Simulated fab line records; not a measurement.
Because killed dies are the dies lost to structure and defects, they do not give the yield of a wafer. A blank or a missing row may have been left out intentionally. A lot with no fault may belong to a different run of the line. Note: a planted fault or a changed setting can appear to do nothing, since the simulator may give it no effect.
A single fault, viewed from 2 desks	flow nandHarc	every desk sees just its own numbers, and what lay behind them comes last

## THE DEFECT DESK
Lot by lot, what the route's inspections counted, given as the mean of those sampled wafers with a number. If a lot's mean is further than 4 standard deviations from the usual mean, the lot is out of limits and carries the mark OUT (the distance appears in the brackets).
Columns: A = rawDefectCount at NHARC_P_M0_INSPECT_27, usual 340
lot	first seen here	A
L682	day 6 12:09	303
L684	day 7 03:47	577
L685	day 7 17:16	376
L686	day 8 12:02	215
L687	day 8 13:19	272
L695	day 12 04:29	415
L697	day 12 23:56	258
L698	day 13 12:26	441
L699	day 13 16:49	136
L700	day 13 23:49	262
L702	day 15 00:37	260
This desk found nothing out of limits on any of the 11 lots.

## DESK OF THE TOOL OWNER: rieDiel-07
The tool's own readings at NHARC_P_M1_ETCH_28 (etches the open film in CF4/N2, target depth 30 nm, time 72.99 s): means of the sampled wafers that have a number, for each lot that ran on this tool. If a lot's mean is further than 4 standard deviations from the usual mean, the lot is out of limits and carries the mark OUT (the distance appears in the brackets).
Columns: A = drypumpMotorCurrentA at NHARC_P_M1_ETCH_28, usual 5.9 A; B = mfcArSccm at NHARC_P_M1_ETCH_28, usual 150.0 sccm; C = oesProductAu at NHARC_P_M1_ETCH_28, usual 1.005 a.u.; D = rfVppV at NHARC_P_M1_ETCH_28, usual 313.9 V; E = showerheadPlenumPTorr at NHARC_P_M1_ETCH_28, usual 2.61 Torr; F = throttleValvePct at NHARC_P_M1_ETCH_28, usual 19.794 %
lot	first seen here	A	B	C	D	E	F
L682	day 6 14:21	5.9	149.7	1.005	314.4	2.63	19.797
L684	day 7 05:58	6.0	150.3	1.010	311.7	2.51	19.789
L685	day 7 19:21	6.1	149.9	1.020	314.6	2.64	19.793
L686	day 8 14:06	6.1	149.8	1.005	314.2	2.64	19.789
L687	day 8 15:34	5.8	150.2	1.012	313.5	2.59	19.797
L695	day 12 06:45	5.9	150.5	1.014	315.0	2.63	19.793
L697	day 13 02:08	5.8	149.9	1.023	313.2	2.59	19.794
L699	day 13 19:10	5.8	149.9	1.008	313.2	2.59	19.777
L700	day 14 01:54	5.8	150.5	1.013	313.6	2.59	19.798
L702	day 15 02:52	5.9	150.2	0.997	313.5	2.62	19.788
This desk found nothing out of limits on any of the 10 lots.

## PUT TOGETHER
No out-of-limits result turned up at the defect desk.
The tool owner's desk saw nothing out of limits.

## WHAT THE SIMULATOR HAD INSERTED
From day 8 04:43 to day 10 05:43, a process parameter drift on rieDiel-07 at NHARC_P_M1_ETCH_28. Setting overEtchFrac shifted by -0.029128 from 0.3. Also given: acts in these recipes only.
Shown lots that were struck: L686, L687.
